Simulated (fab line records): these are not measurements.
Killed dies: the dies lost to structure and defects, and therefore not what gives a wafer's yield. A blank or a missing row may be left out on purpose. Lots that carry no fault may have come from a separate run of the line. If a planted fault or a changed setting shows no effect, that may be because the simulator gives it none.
Which tool was responsible? ; flow nand-harc ; Sampling: 6 lots, 18 wafers, 5 of 1302 route steps

== WHAT EACH GAUGE READ, for each wafer ==
NHARC_END_SORT_01.
lot;measured;on;defect-limited-yield (%)
L286;day 27 13:31;prober-02;88 89 88
L289;day 29 14:40;prober-01;24 21 20

== EACH LOT AND THE TOOL THAT RAN IT (in order: tool; ch and the chambers of the sampled wafers; start) ==
lot;NHARC_A_BONDPAD_ECD_18;NHARC_THIN_TSV_DEP_47;NHARC_THIN_TSV_PRE_CLEAN_54;NHARC_THIN_TSV_DESCUM_35
L282;ecd-cu-02 ch 0,1, day 24 17:01;pecvd-03 ch 1,2, day 25 08:23;pvd-sputter-01, day 25 11:24;rie-diel-13 ch 0,1,2, day 25 12:42
L286;ecd-cu-02 ch 0,1, day 26 07:41;pecvd-03 ch 0,1,2, day 27 02:49;pvd-sputter-03, day 27 05:51;rie-diel-08 ch 0,1,2, day 27 07:04
L288;ecd-cu-01 ch 0,1, day 27 00:09;pecvd-03 ch 0,1, day 27 15:26;pvd-sputter-03, day 27 18:25;rie-diel-08 ch 0,2,3, day 27 19:41
L289;ecd-cu-01 ch 0,1, day 28 08:43;pecvd-03 ch 0,1,2, day 28 22:15;pvd-sputter-03, day 29 01:16;rie-diel-13 ch 0,3, day 29 02:22
L293;ecd-cu-02 ch 0,1, day 28 20:37;pecvd-02 ch 0,2, day 29 11:48;pvd-sputter-02, day 29 14:50;rie-diel-08 ch 0,1,2, day 29 15:56
L300;ecd-cu-01 ch 0,1, day 32 00:53;pecvd-03 ch 1,2, day 32 17:20;pvd-sputter-03, day 32 20:20;rie-diel-13 ch 0,1,2, day 32 21:34
- NHARC_A_BONDPAD_ECD_18: material Cu, target thk 400 nm.
- NHARC_THIN_TSV_DEP_47: deposits SiO2, target thk 200 nm.
- NHARC_THIN_TSV_PRE_CLEAN_54: time 30 s.
- NHARC_THIN_TSV_DESCUM_35: chemistry O2, time 3 s.

== THE ANSWER, worked out from the rows above alone ==
Rule: the lots themselves supply what counts as usual. The widest of any qualifying gaps counts: lots, ordered by their means at a reading, are off when they make up no more than a third of the lots, leave a main group of 4 or more, and stand apart from it by 3 or more times the standard deviation of that group's means. The tables above print the reading to a certain number of digits; a main group whose means all agree to those digits is not used. A lot without any number at a reading at which 4 lots or more have one is off too. Where the step has rows for the other lots, those lots are counted as sound.
Nothing can be told from this: no lot is off at any reading shown.

== WHAT THE SIMULATOR HAD INSERTED ==
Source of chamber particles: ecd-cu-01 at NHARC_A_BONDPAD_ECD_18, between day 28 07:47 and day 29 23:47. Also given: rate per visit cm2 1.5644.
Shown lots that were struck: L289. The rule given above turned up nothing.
